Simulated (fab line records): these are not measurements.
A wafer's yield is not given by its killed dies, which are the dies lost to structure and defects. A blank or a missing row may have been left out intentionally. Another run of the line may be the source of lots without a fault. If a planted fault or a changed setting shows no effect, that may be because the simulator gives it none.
fab line records	flow n5_finfet	part 2 of 2: steps 25 to 33 of 33
record lots=5	wafers=15	last_day=24
route steps=1938 shown BEOL_M14@1738
lots that met no fault: from a run of the same line without faults
start_h: hours from the record's first day to the start of the lot's first wafer shown	wait_h: time in hours since the lot's previous step	" unchanged from the row above	L1.1+2: a row that stands for several wafers	- either no value or no given start	* or withheld: withheld	< > ~ a bound
route shown NAME@n: names a module that has steps shown in the file, with the first one's number in the route	usual: mean/standard deviation taken from wafers without a fault	same: alike in all rows	chamber/n: place in a boat	sites: the reading at each site	_std_site: their standard deviation	_edge_site: inner sites' mean taken away from outer sites' mean	radius_mm: how far each site lies from the wafer's centre	mask NAME#n: copy n	behind: tool/chamber where the wafer was last shaped	hold: cause of the lot's hold/its duration in hours/its outcome	device: the n, p or np transistor that did not switch	end of line: the same wafers' tests at the end of the route	for a step that has no rows: nothing shown but its recipe	killed: count of dies lost to structure and defects at first sort (not the wafer's yield)	map: per-die view of a wafer (x killed, . not killed, _ where there is no die)
set.NAME: the setting that was run; set.NAME@STEP: the one run at that earlier step	model.NAME: the simulator's own value behind a step, which no gauge read
a table for each step, a row for each wafer; lots at some steps of the route
services: the hour from which a tool's chamber was out of use, counted from the record's first day as start_h (under 0 if before that day), plus the number of hours and why
## steps
# step N5_BEOL_M14_SPUTTER_43
# recipe material=TaN	target_thk_a=150	temp_c=50	bias_v=168.6	power_w=15000	chamber_pressure_pa=0.12	time_s=24.19
# usual cathode_dc_power_W=15000/2.5	throttle_valve_pct=29.8/1.1
lot.wafer	tool	chamber	start_h	wait_h	cathode_dc_power_W	throttle_valve_pct
L075.2	pvd_sputter-03	-	383.64	0.0	14996	30.0
L075.3	"	-	"	"	15001	30.1
L075.5	"	-	"	"	15001	31.2
L085.2	pvd_sputter-01	-	488.53	0.0	14996	27.0
L085.3	"	-	"	"	15000	31.2
L085.6	"	-	"	"	14994	28.8
L087.1	pvd_sputter-02	-	500.87	0.0	14996	31.1
L087.3	"	-	"	"	15004	31.3
L087.5	"	-	"	"	14998	30.5
L089.1	pvd_sputter-01	-	507.41	0.0	15003	29.1
L089.3	"	-	"	"	15007	27.4
L089.6	"	-	"	"	14999	27.2
L094.1	pvd_sputter-01	-	540.91	0.0	14999	28.6
L094.2	"	-	"	"	15000	30.9
L094.5	"	-	"	"	15004	28.6
# step N5_BEOL_M14_SPUTTER_44
# recipe material=Ta	target_thk_a=150	temp_c=50	bias_v=80	power_w=15000	chamber_pressure_pa=0.07	time_s=24.19
# usual cathode_dc_power_W=15000/2.7	throttle_valve_pct=29.8/1.1
lot.wafer	tool	chamber	start_h	wait_h	cathode_dc_power_W	throttle_valve_pct
L075.2	pvd_sputter-03	-	383.72	0.0	15003	30.0
L075.3	"	-	"	"	15002	29.8
L075.5	"	-	"	"	15001	31.0
L085.2	pvd_sputter-01	-	488.61	0.0	15000	27.3
L085.3	"	-	"	"	15000	31.1
L085.6	"	-	"	"	15003	28.6
L087.1	pvd_sputter-02	-	500.95	0.0	14999	30.9
L087.3	"	-	"	"	15000	31.5
L087.5	"	-	"	"	15001	30.1
L089.1	pvd_sputter-01	-	507.49	0.0	15000	28.7
L089.3	"	-	"	"	15000	27.4
L089.6	"	-	"	"	14998	27.4
L094.1	pvd_sputter-01	-	540.99	0.0	14994	28.6
L094.2	"	-	"	"	14997	31.0
L094.5	"	-	"	"	14999	28.7
# step N5_BEOL_M14_SPUTTER_45
# recipe material=Cu	target_thk_a=1000	temp_c=-20	bias_v=60	power_w=26000	chamber_pressure_pa=0.13	time_s=16.67
# usual cathode_dc_power_W=26000/5.3	chuck_sensor_temp_C=-16.11/0.29	throttle_valve_pct=29.8/1.1
lot.wafer	tool	chamber	start_h	wait_h	cathode_dc_power_W	chuck_sensor_temp_C	throttle_valve_pct
L075.2	pvd_sputter-03	-	383.80	0.0	25989	-15.76	29.6
L075.3	"	-	"	"	25995	-16.40	29.9
L075.5	"	-	"	"	25998	-15.99	31.2
L085.2	pvd_sputter-01	-	488.69	0.0	26005	-16.21	27.2
L085.3	"	-	"	"	26001	-15.82	30.9
L085.6	"	-	"	"	26009	-16.48	29.0
L087.1	pvd_sputter-02	-	501.03	0.0	25999	-15.53	31.0
L087.3	"	-	"	"	26000	-16.14	31.1
L087.5	"	-	"	"	26010	-15.97	30.2
L089.1	pvd_sputter-01	-	507.57	0.0	26014	-16.06	28.9
L089.3	"	-	"	"	25995	-16.26	27.5
L089.6	"	-	"	"	26000	-16.29	27.5
L094.1	pvd_sputter-01	-	541.07	0.0	26002	-16.31	28.6
L094.2	"	-	"	"	26005	-15.87	31.3
L094.5	"	-	"	"	26005	-16.61	28.4
# step N5_BEOL_M14_ECD_47
# recipe material=Cu	target_thk_a=12480
lot.wafer	tool	chamber	start_h	wait_h
L075.2+3+5	ecd_cu-02	1	383.91	0.1
L085.2+3+6	ecd_cu-02	1,0,0	488.81	0.1
L087.1+3+5	ecd_cu-02	1,0,0	501.14	0.1
L089.1+3+6	ecd_cu-01	1,0,1	507.69	0.1
L094.1+2+5	ecd_cu-02	1,0,1	541.19	0.1
# step N5_BEOL_M14_ANNEAL_48
# recipe temp_c=225	time_s=90	ambient=N2
# usual wafer_temp_C_max=226.01/0.28
lot.wafer	tool	chamber	start_h	wait_h	wafer_temp_C_max
L075.2	rtp_anneal-02	0	384.22	0.3	226.13
L075.3	"	0	"	"	226.11
L075.5	"	0	"	"	226.37
L085.2	rtp_anneal-02	0	489.04	0.2	226.35
L085.3	"	0	"	"	225.85
L085.6	"	0	"	"	226.21
L087.1	rtp_anneal-02	0	501.33	0.1	225.74
L087.3	"	0	"	"	226.06
L087.5	"	0	"	"	225.67
L089.1	rtp_anneal-01	0	507.93	0.2	225.89
L089.3	"	0	"	"	226.05
L089.6	"	0	"	"	225.75
L094.1	rtp_anneal-02	0	541.79	0.5	226.74
L094.2	"	0	"	"	226.15
L094.5	"	0	"	"	226.66
# step N5_BEOL_M14_CMP_49
# recipe stop_on=SiO2	t_overpolish_s=5.2	down_force_psi=2	platen_rpm=80	clearing_platen_down_force_psi=2	clearing_platen_rpm=80	post_cmp_clean=cu_alkaline	target_thk_nm=560	clearing_platen_pad_velocity_m_s=1.5917	pad_velocity_m_s=1.5917
# usual barrier_field_endpoint_s=11.34/0.28	motor_current_A=7.9/0.53	overpolish_run_s=5.200/0.0085	slurry_flow_ml_min=150.0/0.49	time_to_endpoint_s=120/4.5
lot.wafer	tool	chamber	start_h	wait_h	barrier_field_endpoint_s	motor_current_A	overpolish_run_s	slurry_flow_ml_min	time_to_endpoint_s
L075.3	cmp-03	0	384.51	0.2	11.04	6.9	5.198	150.0	121
L075.2	"	2	"	"	11.31	7.8	5.183	149.6	124
L075.5	"	0	"	"	11.34	7.5	5.212	149.7	123
L085.2	cmp-03	2	489.37	0.3	11.25	8.3	5.207	150.0	119
L085.3	"	3	"	"	11.42	7.7	5.203	150.2	120
L085.6	"	0	"	"	11.17	7.2	5.186	149.7	116
L087.1	cmp-03	0	501.98	0.6	11.40	7.0	5.180	149.7	120
L087.3	"	1	"	"	11.54	7.8	5.192	149.6	124
L087.5	"	3	"	"	11.46	8.4	5.196	150.1	121
L089.1	cmp-04	1	508.71	0.7	11.68	7.8	5.199	150.4	123
L089.3	"	2	"	"	11.27	6.9	5.207	150.4	116
L089.6	"	3	"	"	11.81	7.9	5.216	150.0	124
L094.1	cmp-04	0	542.10	0.3	10.98	8.7	5.212	150.3	113
L094.2	"	3	"	"	11.43	7.7	5.209	150.1	126
L094.5	"	1	"	"	11.06	7.3	5.207	149.8	121
# step N5_BEOL_M14_THK_MEAS_50
# recipe thk_meas_gauge=xrf	reads=Cu_of_BEOL_M14_ECD_47
# usual M14_THK=541/19
lot.wafer	tool	chamber	start_h	wait_h	M14_THK[nm]
L075.2	film_metro-01	-	384.77	-	544
L075.3	"	-	"	"	551
L075.5	"	-	"	"	549
L085.2	film_metro-02	-	489.59	-	544
L085.3	"	-	"	"	511
L085.6	"	-	"	"	512
L087.1	film_metro-01	-	502.19	-	544
L087.3	"	-	"	"	531
L087.5	"	-	"	"	531
L089.1	film_metro-01	-	508.93	-	553
L089.3	"	-	"	"	559
L089.6	"	-	"	"	563
L094.1	film_metro-02	-	542.39	-	541
L094.2	"	-	"	"	583
L094.5	"	-	"	"	579
# step N5_BEOL_M14_PRE_CLEAN_52
# recipe gas=NH3	time_s=15	temp_c=withheld	rf_power_w=300
lot.wafer	tool	chamber	start_h	wait_h
L075.2+3+5	pecvd-04	2,1,2	384.80	0.0
L085.2+3+6	pecvd-04	2,1,1	489.63	0.0
L087.1+3+5	pecvd-04	1,0,1	502.23	0.0
L089.1+3+6	pecvd-04	1,2,0	508.97	0.0
L094.1+2+5	pecvd-02	0,1,2	542.43	0.0
# step N5_BEOL_M14_DEP_53
# recipe material=SiCN	target_thk_a=500	temp_c=withheld	precursor=3MS/NH3	pressure_torr=3	rf_w=675	time_s=17.8
# usual chamber_pressure_Torr=3.000/0.0064	showerhead_plenum_p_Torr=4.161/0.022	throttle_valve_pct=17.7/0.86
lot.wafer	tool	chamber	start_h	wait_h	chamber_pressure_Torr	showerhead_plenum_p_Torr	throttle_valve_pct
L075.2	pecvd-04	2	384.83	0.0	2.995	4.150	17.1
L075.3	"	1	"	"	2.989	4.166	18.3
L075.5	"	2	"	"	3.001	4.152	17.0
L085.2	pecvd-04	2	489.65	0.0	2.989	4.150	17.0
L085.3	"	1	"	"	2.999	4.158	18.1
L085.6	"	1	"	"	3.000	4.166	18.1
L087.1	pecvd-04	1	502.26	0.0	3.005	4.171	18.2
L087.3	"	0	"	"	2.989	4.165	16.8
L087.5	"	1	"	"	3.000	4.176	18.3
L089.1	pecvd-04	1	508.99	0.0	2.995	4.166	18.5
L089.3	"	2	"	"	3.008	4.142	17.5
L089.6	"	0	"	"	3.007	4.175	16.9
L094.1	pecvd-02	0	542.45	0.0	3.002	4.172	18.4
L094.2	"	1	"	"	3.000	4.165	16.4
L094.5	"	2	"	"	2.998	4.118	18.4
## services
tool	chamber	start_h	hours	kind
cmp-03	-	366.32	5.1	pm
rie_diel-02	-	374.32	0.4	repair
ecd_cu-02	-	408.07	1.8	repair
wet_bench-01	-	426.65	1.9	pm
cmp-03	-	431.23	2.5	repair
pvd_sputter-01	-	437.89	2.9	repair
krf_scanner-01	-	456.18	0.6	repair
pvd_sputter-01	-	460.30	2.2	repair
krf_scanner-01	-	466.17	0.8	pm
pvd_sputter-01	-	466.61	5.2	repair
rie_diel-03	3	468.17	1.3	repair
rie_diel-02	1	474.38	3.1	repair
cmp-03	-	477.27	0.8	repair
krf_scanner-01	-	478.06	1.7	repair
krf_scanner-01	-	480.47	1.0	pm
krf_scanner-01	-	492.65	0.8	pm
krf_scanner-01	-	497.42	1.3	pm
cmp-03	-	498.58	3.0	pm
krf_scanner-01	-	498.87	0.8	repair
rie_diel-02	3	501.45	3.5	repair
rie_diel-06	1	509.46	12.9	repair
pvd_sputter-02	-	521.97	3.5	repair
rie_diel-03	0	522.15	5.8	repair
rie_diel-03	1	533.21	6.1	repair
